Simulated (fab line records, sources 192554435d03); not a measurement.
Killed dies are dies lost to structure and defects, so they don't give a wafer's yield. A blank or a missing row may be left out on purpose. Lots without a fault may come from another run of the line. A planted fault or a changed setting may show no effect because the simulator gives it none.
A struck lot beside a sound one | flow n5_finfet | 14 steps out of a route of 1938
Sound: wafers L425.1, L425.3, L425.6. Struck: wafers L431.2, L431.4, L431.5. The cause comes at the end.
At each step with rows: each side's tool, then ch and its chambers, then its first start. Under that, the readings that differ: sound wafers | struck wafers | difference of the means | sigmas: that difference in standard deviations of wafers without a fault.
alike: readings whose means differ by less than 2 such deviations, and words and numbers that are the same on both sides. not compared: withheld readings, readings that some wafer has no value for, bounds like >300 that may hide the same value, and numbers for which the record gives no deviation and whose values overlap.
The two part at a step that has a row with sigmas, a row that says differs or no value, or rows on one side only. Numbers that don't overlap but have no deviation are shown without sigmas and don't part them. A reading that every wafer of one side lacks parts them only if that side has two wafers or more.

first, 8 steps without rows for these wafers: N5_BEOL_M9_COAT_59 (time 60 s, resist thk 100 nm); N5_BEOL_M9_COAT_60 (time 60 s, resist thk 30 nm); N5_BEOL_M9_COAT_05 (resist thk 90 nm); N5_BEOL_M9_EBR_07; N5_BEOL_M9_SOFTBAKE_06 (time 60 s); N5_BEOL_M9_EXPOSE_08 (exposes mask M9); N5_BEOL_M9_PEB_09 (peb time 60 s); N5_BEOL_M9_DEVELOP_10 (develop time 30 s).
N5_BEOL_M9_CD_MEAS_11: target cd 64.1 nm.
  sound on cd_sem-02 ch 0, day 9 21:52; struck on cd_sem-02 ch 0, day 12 00:53
  alike: cd_nm
N5_BEOL_M9_OVL_MEAS_12:
  sound on overlay-01 ch 0, day 9 21:53; struck on overlay-01 ch 0, day 12 00:55
  alike: M9_OVL
N5_BEOL_M9_INSPECT_13: inspects for defects (brightfield).
  sound on defect_inspect-01, day 9 21:55; struck on defect_inspect-02, day 12 00:56
  alike: raw_defect_count
N5_BEOL_M9_DESCUM_16: chemistry O2, time 7.9 s.
  sound on rie_diel-05 ch 1,2,3, day 9 22:08; struck on rie_diel-05 ch 0,2,3, day 12 00:58
  alike: drypump_motor_current_A, o2_flow_sccm, oes_product_au, rf_vpp_V, showerhead_plenum_p_Torr, throttle_valve_pct
  not compared: rf_hours_counter_h
N5_BEOL_M9_ETCH_61: etches SiARC in CF4, target depth 39 nm, time 65 s.
  sound on rie_diel-05 ch 1,2,3, day 9 22:10; struck on rie_diel-05 ch 0,2,3, day 12 01:01
  reading               | sound             | struck            | difference | sigmas
  etch_rf_on_time_s (s) | 65.9 62.6 64.6    | 53.3 54.5 51.3    | -11.3      | -9
  rf_fwd_power_W (W)    | 540.4 540.4 534.6 | 674.1 668.1 667.4 | +131.4     | +47
  rf_vpp_V (V)          | 182.5 184.6 181.9 | 172.7 169.3 170.5 | -12.2      | -13
  alike: bias_w, drypump_motor_current_A, oes_product_au, showerhead_plenum_p_Torr, throttle_valve_pct
  not compared: rf_hours_counter_h
N5_BEOL_M9_ETCH_62: etches SOC in N2/H2, target depth 110 nm, overetch 22 nm, time 165 s.
  sound on rie_diel-05 ch 1,2,3, day 9 22:13; struck on rie_diel-05 ch 0,2,3, day 12 01:04
  alike: bias_w, drypump_motor_current_A, oes_product_au, rf_fwd_power_W, rf_vpp_V, showerhead_plenum_p_Torr, throttle_valve_pct
  not compared: rf_hours_counter_h

WHERE THEY PART
Only at N5_BEOL_M9_ETCH_61, within this record. Later steps at which nothing parts them and some readings are alike: N5_BEOL_M9_ETCH_62.

WHY: what the simulator had put in
Process parameter drift: rie_diel-05, from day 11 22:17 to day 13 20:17, at N5_BEOL_M9_ETCH_61. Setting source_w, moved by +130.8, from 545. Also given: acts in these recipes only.
